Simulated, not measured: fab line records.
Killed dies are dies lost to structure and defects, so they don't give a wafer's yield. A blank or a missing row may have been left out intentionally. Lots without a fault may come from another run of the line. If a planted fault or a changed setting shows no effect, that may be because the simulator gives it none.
Split-lot experiment    flow n5Finfet    21 wafers read across 7 lots, on a route 1938 steps long

## THE SPLIT ITSELF
At N5_BEOL_M4_HM_DEP_02 (deposits TiN, target thk 20 nm), the setting targetThkA was moved away from the recipe's 200 angstrom on 6 of the 21 wafers read, by -12.2% to +7.1%. This setting was run at the recipe's value on the other wafers.

## FROM THE SPLIT TO THE READING: what the file shows between them, 8 steps
- N5_BEOL_M4_COAT_61: time 60 s, resist thk 60 nm
- N5_BEOL_M4_COAT_62: time 60 s, resist thk 12 nm
- N5_BEOL_M4_STRIP_75: strips in N2/H2
- N5_BEOL_M4_STRIP_66: strips in CF4
- N5_BEOL_M4_HM_OPEN_17: chemistry Cl2/BCl3, target TiN, target depth 20 nm, overetch 6 nm
- N5_BEOL_M4_STRIP_19: strips in O2
- N5_BEOL_M4_STRIP_83: strips in C4F6/O2
- N5_BEOL_M4_STRIP_36: strips in N2/H2

## THE READING
TiN_of_BEOL_M4_HM_DEP_02.thkNm (the simulator's own value, which no gauge read), in nm, at N5_BEOL_M4_TRENCH_ETCH_37 (etches SiOC in C4F6/O2, target depth 55.555 nm, time 29.2 s). No usual value for it is given in the file. Here, 15 wafers ran the recipe; their average is 17.7 nm with a standard deviation of 0.17 nm.

wafer   tool, chamber at the split  targetThkA as run, angstrom  against the recipe  TiN_of_BEOL_M4_HM_DEP_02.thkNm, nm  against lot-mates on the recipe
L074.1  pvdSputter-02, -            200                          recipe              18                                  -
L074.2  pvdSputter-02, -            214.2                        +7.1%               19.4                                +1.5
L074.6  pvdSputter-02, -            200                          recipe              17.8                                -
L076.1  pvdSputter-01, -            175.7                        -12.2%              15                                  -2.4
L076.6  pvdSputter-01, -            175.7                        -12.2%              15                                  -2.4
L076.3  pvdSputter-01, -            200                          recipe              17.4                                -
L078.3  pvdSputter-03, -            200                          recipe              17.4                                -
L078.6  pvdSputter-03, -            200                          recipe              17.4                                -
L078.4  pvdSputter-03, -            200                          recipe              17.6                                -
L081.1  pvdSputter-02, -            200                          recipe              17.6                                -
L081.2  pvdSputter-02, -            209.6                        +4.8%               18.4                                +0.8
L081.6  pvdSputter-02, -            209.6                        +4.8%               18.4                                +0.8
L080.1  pvdSputter-01, -            200                          recipe              17.8                                -
L080.3  pvdSputter-01, -            200                          recipe              17.8                                -
L080.5  pvdSputter-01, -            200                          recipe              17.8                                -
L088.2  pvdSputter-03, -            200                          recipe              17.8                                -
L088.3  pvdSputter-03, -            200                          recipe              17.6                                -
L088.5  pvdSputter-03, -            200                          recipe              17.6                                -
L097.2  pvdSputter-03, -            187.9                        -6.0%               16.8                                -0.9
L097.3  pvdSputter-03, -            200                          recipe              17.6                                -
L097.5  pvdSputter-03, -            200                          recipe              17.8                                -

THE FIT
A straight line over all 21 wafers: TiN_of_BEOL_M4_HM_DEP_02.thkNm changes by +0.208 nm for each +1% of targetThkA; r = +0.98; the points scatter about the line by 0.21 nm.
The same after taking each lot's own level away (the mean of its wafers on the recipe; 21 wafers): +0.192 nm for each +1%; r = +0.99; scatter 0.11 nm.
On that fit, the largest move of targetThkA shifts the reading by 2.3 nm.
The span of the lots' own levels, 17.40 to 17.90 nm, comes to 2.9 times the standard deviation stated above.
So the lot-to-lot level changes the slope little: the two slopes agree.
Check: with one of the wafers moved furthest among these (-12.2%) left out of the fit, the line predicts -2.29 nm for it against its lot-mates. Against them it came out at -2.4 nm.

## THE WHOLE CHAIN: every reading that the file lists as answering this split, in the file's order
step                       what it does                                                       reading                                                                          change (the file's fit)                r (the file's)
N5_BEOL_M4_HM_DEP_02       deposits TiN, target thk 20 nm                                     TiN_of_BEOL_M4_HM_DEP_02.thkNm (the simulator's own value, which no gauge read)  +0.201 nm for each +1% of the setting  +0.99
N5_BEOL_M4_HM_OPEN_17      chemistry Cl2/BCl3, target TiN, target depth 20 nm, overetch 6 nm  etch.depthNm (the simulator's own value, which no gauge read)                    +0.199 nm for each +1% of the setting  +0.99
N5_BEOL_M4_TRENCH_ETCH_37  etches SiOC in C4F6/O2, target depth 55.555 nm, time 29.2 s        TiN_of_BEOL_M4_HM_DEP_02.thkNm (the simulator's own value, which no gauge read)  +0.191 nm for each +1% of the setting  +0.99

## THE FILE'S OWN FIT
TiN_of_BEOL_M4_HM_DEP_02.thkNm changes by +0.191 nm for each +1% of targetThkA, r = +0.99.
